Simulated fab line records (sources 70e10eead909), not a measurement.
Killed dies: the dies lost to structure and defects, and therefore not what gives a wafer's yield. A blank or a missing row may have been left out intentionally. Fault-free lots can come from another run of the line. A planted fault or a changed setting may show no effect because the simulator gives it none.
Which tool is to blame? -- flow nand-harc -- 24 lots with 72 wafers sampled at 6 steps, on a route of 1159 steps

WHAT THE GAUGES READ, wafer by wafer
NHARC_P_STI_CD_MEAS_09: the cd target is 200 nm. Usual: cd-nm 199.9 nm, standard deviation 1.8.
lot,measured,on,cd-nm (nm),flag
L074,day 2 13:05,cd-sem-02,198.2 199.3 197.6,
L077,day 3 01:25,cd-sem-03,198.2 198.2 198.2,
L076,day 3 01:34,cd-sem-03,198.5 197.6 199.2,
L075,day 3 01:44,cd-sem-01,202.2 201.4 201.8,
L078,day 3 11:16,cd-sem-03,200.0 199.7 199.2,
L079,day 3 18:53,cd-sem-01,199.3 197.7 200.2,
L080,day 3 23:29,cd-sem-03,197.7 198.7 197.8,
L081,day 4 07:31,cd-sem-02,199.9 199.2 198.0,
L082,day 4 07:40,cd-sem-01,201.2 199.2 198.3,
L083,day 4 19:43,cd-sem-03,201.7 200.7 201.3,
L084,day 4 19:52,cd-sem-02,199.2 197.0 199.4,
L085,day 5 05:26,cd-sem-01,200.8 199.9 202.5,
L086,day 5 11:00,cd-sem-02,200.8 202.9 199.6,
L087,day 5 16:57,cd-sem-02,198.5 198.3 197.0,
L088,day 6 03:01,cd-sem-02,199.6 198.2 198.2,
L089,day 6 03:11,cd-sem-01,201.8 198.4 200.4,
L090,day 6 11:26,cd-sem-02,201.4 201.1 200.5,
L092,day 6 19:26,cd-sem-02,201.5 201.8 203.6,
L091,day 6 19:35,cd-sem-01,199.0 200.7 199.3,
L093,day 7 07:58,cd-sem-01,197.5 201.0 199.4,
L094,day 7 08:00,cd-sem-02,199.4 198.8 198.1,
L095,day 7 17:31,cd-sem-02,199.6 199.9 199.5,
L097,day 8 01:11,cd-sem-02,200.5 198.2 200.8,
L096,day 8 01:21,cd-sem-03,198.4 198.9 199.4,

NHARC_P_M0_INSPECT_11. Usual: raw-defect-count 3.6, standard deviation 2.3.
lot,measured,on,raw-defect-count,flag
L074,day 5 19:22,defect-inspect-02,2 5 5,
L077,day 6 12:22,defect-inspect-01,4 3 5,
L076,day 6 16:54,defect-inspect-01,6 5 1,
L075,day 6 18:01,defect-inspect-02,6 5 8,
L078,day 6 20:03,defect-inspect-02,1 5 4,
L079,day 7 02:07,defect-inspect-01,5 3 4,
L080,day 7 02:44,defect-inspect-01,2 3 6,
L081,day 7 15:10,defect-inspect-01,0 7 3,
L082,day 7 13:11,defect-inspect-02,3 6 2,
L083,day 8 03:50,defect-inspect-02,5 3 3,
L084,day 8 01:24,defect-inspect-02,0 2 3,
L085,day 9 06:54,defect-inspect-02,4 0 3,
L086,day 9 05:23,defect-inspect-01,5 3 1,
L087,day 9 06:01,defect-inspect-01,3 4 3,
L088,day 9 13:11,defect-inspect-01,2 1 4,
L089,day 9 12:37,defect-inspect-02,0 4 3,
L090,day 9 19:53,defect-inspect-01,2 2 1,
L092,day 10 02:36,defect-inspect-02,2 5 3,
L091,day 10 03:16,defect-inspect-01,5 5 2,
L093,day 10 17:38,defect-inspect-01,4 4 5,
L094,day 10 18:03,defect-inspect-02,1 1 3,
L095,day 11 01:18,defect-inspect-02,6 1 4,
L097,day 11 10:59,defect-inspect-02,4 8 17,
L096,day 11 09:43,defect-inspect-02,5 0 5,

NHARC_P_M0_INSPECT_27. Usual: raw-defect-count 294, standard deviation 130.
lot,measured,on,raw-defect-count,flag
L074,day 5 22:03,defect-inspect-02,268 215 147,
L077,day 6 14:54,defect-inspect-02,199 104 177,
L076,day 6 19:26,defect-inspect-02,274 134 161,
L075,day 6 20:34,defect-inspect-02,329 306 279,
L078,day 6 22:37,defect-inspect-01,588 330 608,
L079,day 7 04:41,defect-inspect-02,157 528 247,
L080,day 7 05:28,defect-inspect-02,431 364 445,
L081,day 7 17:42,defect-inspect-02,493 640 363,
L082,day 7 16:16,defect-inspect-01,196 160 191,
L083,day 8 06:33,defect-inspect-01,403 474 918,
L084,day 8 03:55,defect-inspect-01,146 248 228,
L085,day 9 09:29,defect-inspect-02,212 285 205,
L086,day 9 08:17,defect-inspect-01,315 378 174,
L087,day 9 08:38,defect-inspect-02,405 210 293,
L088,day 9 15:45,defect-inspect-01,437 422 192,
L089,day 9 15:10,defect-inspect-01,192 166 203,
L090,day 9 22:27,defect-inspect-01,215 258 605,
L092,day 10 05:24,defect-inspect-01,276 227 366,
L091,day 10 05:52,defect-inspect-01,474 282 299,
L093,day 10 20:13,defect-inspect-02,194 159 296,
L094,day 10 20:44,defect-inspect-01,328 413 383,
L095,day 11 03:51,defect-inspect-02,156 249 190,
L097,day 11 14:29,defect-inspect-02,254 321 316,
L096,day 11 13:49,defect-inspect-01,219 163 560,

WHAT TOOL EACH LOT RAN ON (gives the tool, then ch and the chambers of the sampled wafers, and finally the start)
lot,NHARC_P_CONTACT_ETCH_36,NHARC_P_CONTACT_PVD_32,NHARC_P_M0_DEGAS_28
L074,"rie-diel-06 ch 0,2,3, day 5 19:22 or earlier","pvd-sputter-03, day 5 19:22 or earlier","pvd-sputter-01, day 5 20:22"
L077,"rie-diel-09 ch 2,3, day 6 12:22 or earlier","pvd-sputter-02, day 6 12:22 or earlier","pvd-sputter-02, day 6 13:21"
L076,"rie-diel-06 ch 2,3, day 6 16:54 or earlier","pvd-sputter-03, day 6 16:54 or earlier","pvd-sputter-01, day 6 17:53"
L075,"rie-diel-09 ch 1,2,3, day 6 18:01 or earlier","pvd-sputter-01, day 6 18:01 or earlier","pvd-sputter-02, day 6 18:59"
L078,"rie-diel-09 ch 0,2, day 6 20:03 or earlier","pvd-sputter-03, day 6 20:03 or earlier","pvd-sputter-02, day 6 21:02"
L079,"rie-diel-09 ch 0,1, day 7 02:07 or earlier","pvd-sputter-02, day 7 02:07 or earlier","pvd-sputter-03, day 7 03:07"
L080,"rie-diel-06 ch 0,1,3, day 7 02:44 or earlier","pvd-sputter-01, day 7 02:44 or earlier","pvd-sputter-01, day 7 03:43"
L081,"rie-diel-06 ch 0,2,3, day 7 15:10 or earlier","pvd-sputter-02, day 7 15:10 or earlier","pvd-sputter-03, day 7 16:10"
L082,"rie-diel-06 ch 0,2,3, day 7 13:11 or earlier","pvd-sputter-03, day 7 13:11 or earlier","pvd-sputter-02, day 7 14:14"
L083,"rie-diel-09 ch 0,2,3, day 8 03:50 or earlier","pvd-sputter-02, day 8 03:50 or earlier","pvd-sputter-03, day 8 04:52"
L084,"rie-diel-09 ch 1,2,3, day 8 01:24 or earlier","pvd-sputter-03, day 8 01:24 or earlier","pvd-sputter-02, day 8 02:22"
L085,"rie-diel-09 ch 0,1,2, day 9 06:54 or earlier","pvd-sputter-03, day 9 06:54 or earlier","pvd-sputter-01, day 9 07:55"
L086,"rie-diel-06 ch 0,2,3, day 9 05:23 or earlier","pvd-sputter-01, day 9 05:23 or earlier","pvd-sputter-02, day 9 06:22"
L087,"rie-diel-06 ch 1,2, day 9 06:01 or earlier","pvd-sputter-02, day 9 06:01 or earlier","pvd-sputter-03, day 9 07:04"
L088,"rie-diel-09 ch 0,2,3, day 9 13:11 or earlier","pvd-sputter-02, day 9 13:11 or earlier","pvd-sputter-02, day 9 14:11"
L089,"rie-diel-06 ch 0,1, day 9 12:37 or earlier","pvd-sputter-03, day 9 12:37 or earlier","pvd-sputter-03, day 9 13:37"
L090,"rie-diel-06 ch 0,1, day 9 19:53 or earlier","pvd-sputter-01, day 9 19:53 or earlier","pvd-sputter-01, day 9 20:54"
L092,"rie-diel-01 ch 0,2,3, day 10 02:36 or earlier","pvd-sputter-03, day 10 02:36 or earlier","pvd-sputter-01, day 10 03:35"
L091,"rie-diel-06 ch 0,3, day 10 03:16 or earlier","pvd-sputter-01, day 10 03:16 or earlier","pvd-sputter-01, day 10 04:16"
L093,"rie-diel-06 ch 0,1,2, day 10 17:38 or earlier","pvd-sputter-02, day 10 17:38 or earlier","pvd-sputter-02, day 10 18:37"
L094,"rie-diel-09 ch 1,2,3, day 10 18:03 or earlier","pvd-sputter-03, day 10 18:03 or earlier","pvd-sputter-01, day 10 19:03"
L095,"rie-diel-09 ch 0,1,2, day 11 01:18 or earlier","pvd-sputter-03, day 11 01:18 or earlier","pvd-sputter-01, day 11 02:19"
L097,"rie-diel-09 ch 0,1, day 11 10:59 or earlier","pvd-sputter-02, day 11 10:59 or earlier","pvd-sputter-01, day 11 12:01"
L096,"rie-diel-01 ch 1,2,3, day 11 09:43 or earlier","pvd-sputter-01, day 11 09:43 or earlier","pvd-sputter-01, day 11 10:44"
- NHARC_P_CONTACT_ETCH_36: etches the open film in N2/H2, target depth 260 nm, time 406.25 s.
- NHARC_P_CONTACT_PVD_32: deposits Ti, target thk 5 nm, time 17.7 s.
- NHARC_P_M0_DEGAS_28: time 60 s.

WHAT THE TOOLS THEMSELVES READ (means of the sampled wafers that have a number; where no wafer has one, the mark that the record gives instead)
NHARC_P_CONTACT_ETCH_36. Usual: drypump-motor-current-A 5.6 A, standard deviation 0.49; oes-product-au 1.000 a.u., standard deviation 0.0065; rf-vpp-V 430.5 V, standard deviation 2; showerhead-plenum-p-Torr 2.04 Torr, standard deviation 0.067; throttle-valve-pct 14.170 %, standard deviation 0.0095.
lot,tool,drypump-motor-current-A (A),oes-product-au (a.u.),rf-vpp-V (V),showerhead-plenum-p-Torr (Torr),throttle-valve-pct (%),flag
L074,rie-diel-06,5.6,0.998,429.6,2.01,14.172,
L077,rie-diel-09,5.8,0.996,430.4,2.03,14.162,
L076,rie-diel-06,5.4,0.995,430.2,2.02,14.178,
L075,rie-diel-09,5.7,0.999,430.1,2.03,14.157,
L078,rie-diel-09,6.0,0.999,430.2,2.03,14.170,
L079,rie-diel-09,5.1,1.006,431.9,2.11,14.167,
L080,rie-diel-06,5.9,0.998,429.5,2.00,14.166,
L081,rie-diel-06,5.6,0.996,428.4,2.00,14.171,
L082,rie-diel-06,5.6,1.002,429.7,2.00,14.167,
L083,rie-diel-09,5.7,0.996,430.6,2.06,14.161,
L084,rie-diel-09,5.7,0.999,431.0,2.03,14.173,
L085,rie-diel-09,5.6,0.995,431.1,2.06,14.169,
L086,rie-diel-06,5.6,1.007,429.5,2.00,14.172,
L087,rie-diel-06,5.4,0.998,430.4,2.04,14.173,
L088,rie-diel-09,5.7,1.001,431.3,2.06,14.167,
L089,rie-diel-06,5.9,0.997,430.2,2.02,14.162,
L090,rie-diel-06,5.9,0.996,430.1,2.02,14.171,
L092,rie-diel-01,5.3,0.999,433.4,2.12,14.161,
L091,rie-diel-06,5.9,1.005,429.6,1.98,14.172,
L093,rie-diel-06,5.6,0.999,429.8,2.02,14.173,
L094,rie-diel-09,5.7,1.007,430.1,2.03,14.170,
L095,rie-diel-09,5.6,1.004,431.9,2.06,14.175,
L097,rie-diel-09,5.1,1.001,433.4,2.13,14.174,
L096,rie-diel-01,5.1,0.997,430.8,2.05,14.166,

NHARC_P_CONTACT_PVD_32. Usual: cathode-dc-power-W 5000.0 W, standard deviation 0.86; throttle-valve-pct 30.0 %, standard deviation 0.99.
lot,tool,cathode-dc-power-W (W),throttle-valve-pct (%),flag
L074,pvd-sputter-03,5000.5,30.3,
L077,pvd-sputter-02,5000.0,29.4,
L076,pvd-sputter-03,4999.8,29.8,
L075,pvd-sputter-01,4999.7,29.5,
L078,pvd-sputter-03,5000.4,29.6,
L079,pvd-sputter-02,4999.3,30.9,
L080,pvd-sputter-01,5000.0,29.9,
L081,pvd-sputter-02,4999.5,29.4,
L082,pvd-sputter-03,5000.1,30.7,
L083,pvd-sputter-02,4999.6,29.6,
L084,pvd-sputter-03,5000.5,30.2,
L085,pvd-sputter-03,5000.4,30.5,
L086,pvd-sputter-01,4999.6,30.4,
L087,pvd-sputter-02,5000.0,29.9,
L088,pvd-sputter-02,5000.0,29.2,
L089,pvd-sputter-03,4999.9,29.4,
L090,pvd-sputter-01,4999.9,28.9,
L092,pvd-sputter-03,5000.1,29.7,
L091,pvd-sputter-01,4999.4,29.5,
L093,pvd-sputter-02,5000.1,30.2,
L094,pvd-sputter-03,4999.7,29.7,
L095,pvd-sputter-03,5000.4,29.6,
L097,pvd-sputter-02,4999.6,31.0,
L096,pvd-sputter-01,5000.7,29.3,

NHARC_P_M0_DEGAS_28. Usual: heater-power-w 334 W, standard deviation 30.
lot,tool,heater-power-w (W),flag
L074,pvd-sputter-01,356,
L077,pvd-sputter-02,344,
L076,pvd-sputter-01,308,
L075,pvd-sputter-02,334,
L078,pvd-sputter-02,349,
L079,pvd-sputter-03,319,
L080,pvd-sputter-01,328,
L081,pvd-sputter-03,318,
L082,pvd-sputter-02,330,
L083,pvd-sputter-03,320,
L084,pvd-sputter-02,360,
L085,pvd-sputter-01,298,
L086,pvd-sputter-02,340,
L087,pvd-sputter-03,332,
L088,pvd-sputter-02,329,
L089,pvd-sputter-03,311,
L090,pvd-sputter-01,302,
L092,pvd-sputter-01,342,
L091,pvd-sputter-01,325,
L093,pvd-sputter-02,337,
L094,pvd-sputter-01,329,
L095,pvd-sputter-01,331,
L097,pvd-sputter-01,352,
L096,pvd-sputter-01,318,

THE ANSWER, worked out from the rows above alone
Rule: a lot is off if the mean of its wafers that have a number lies more than 3 standard deviations from the usual mean. A lot without any number at a reading at which 4 lots or more have one is off too. The other lots that the step has rows for count as sound. First the gauges in route order, then the tools' own readings, where a lot's mean is used as printed above. At the first step where some lot is off, the reading lying furthest off is the one used; lots without a number count as furthest.
No lot is off at any reading shown: from this, nothing can be told.

WHAT WAS PUT IN BY THE SIMULATOR
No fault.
